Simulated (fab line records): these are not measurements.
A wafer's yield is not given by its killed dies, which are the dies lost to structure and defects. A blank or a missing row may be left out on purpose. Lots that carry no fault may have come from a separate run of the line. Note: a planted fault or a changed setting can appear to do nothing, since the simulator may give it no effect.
Problem report, 8D (eight disciplines) form, completed by code | flow n5-finfet | the parts of the form that need people (team, actions taken, sign-off) are left out

1. THE PROBLEM
Mean of cd-nm at N5_SD_EPI_N_CD_MEAS_09: 126.0 nm across 6 wafers in 2 lots; on wafers with no fault it is 120.2 nm (standard deviation 0.85). That is +6.8 standard deviations from the usual mean.
The step: target cd 120 nm.
The first sign was on wafer L980.1 at day 7 05:35, on cd-sem-01. Wafers with a number at this step in the record: 27, from 9 lots. By rule, "out" or "out of limits" means more than 4 standard deviations away from the usual mean. All remaining wafers that have a number are taken as sound.

2. WHAT IT IS AND WHAT IT IS NOT
question                    | is                     | is not
which readings at this step | cd-nm                  | -
which lots                  | L980, L982             | L964, L967, L971, L981, L983, L984, L986
which wafers of those lots  | all that have a number | -
read on which gauges        | cd-sem-01, cd-sem-02   | cd-sem-03
when                        | from day 7 05:35       | up to then (9 sound wafers); but 12 sound wafers of L981, L983, L984, L986 came after

3. THE SUSPECTS, EACH WITH WHAT RULES IT OUT
Counting: a tool stays on the suspect list if, at a process step up to the reading, it processed all lots that are out and no sound lot following the first of them.
- the gauge at N5_SD_EPI_N_CD_MEAS_09 is ruled out. Those wafers that are out were read across 2 gauges (cd-sem-01, cd-sem-02).
- rie-diel-01 at N5_DUMMY_GATE_STRIP_40 (strips in CF4): ruled out as a lasting fault. After its first lot that is out, L980 (day 7 03:03), sound lots L983 ran on it.
- arfi-scanner-01 at N5_SD_EPI_N_EXPOSE_06 (exposes mask SD N BLK, target cd 120 nm): kept. All lots that are out passed through it, beginning with L980 at day 7 05:28, and no sound lot followed; its final sound lot before that point was L971 at day 5 01:20. Its own exposure-dose-mJ-cm2 readings are out on those wafers.
The count leaves arfi-scanner-01 at N5_SD_EPI_N_EXPOSE_06.

4. THE CAUSE (what the simulator had put in)
Process parameters drifting: arfi-scanner-01 at N5_SD_EPI_N_EXPOSE_06, beginning at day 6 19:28. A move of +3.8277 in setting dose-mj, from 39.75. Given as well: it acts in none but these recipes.
Counting left only this tool.

5. SEQUENCE OF EFFECTS, ordered by route
Each row: a reading whose mean over the struck wafers that have a number lies more than 3 standard deviations from the usual. Readings are gone through only where the record gives a usual standard deviation; hours: the median, over the lots, of the time from a lot's start at the first step in this table giving one to that lot's start at this step; sigmas: the change measured in usual standard deviations.
hours | step                   | reading              | usual    | on struck wafers | change | sigmas
0     | N5_SD_EPI_N_EXPOSE_06  | exposure-dose-mJ-cm2 | 39.74    | 43.19            | +3.45  | +93
0     | N5_SD_EPI_N_CD_MEAS_09 | cd-nm                | 120.2 nm | 126.0            | +5.8   | +6.8
Process steps it contains:
- N5_SD_EPI_N_EXPOSE_06: exposes mask SD N BLK, target cd 120 nm.

6. HOW IT WOULD HAVE BEEN CAUGHT EARLIER
10 hours passed between the start of the fault at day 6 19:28 and the first reading out of limits at a measuring or inspecting step in this record, taken at day 7 05:35.
Tool's own readings at N5_SD_EPI_N_EXPOSE_06, exposure-dose-mJ-cm2: out on all struck wafers the step has rows for; an alarm limit on them would have tripped on the first.
L982, from the lots that are out (2), started N5_SD_EPI_N_EXPOSE_06 on arfi-scanner-01 later than day 7 05:35. Had the tool been put on hold then, it would have been spared.
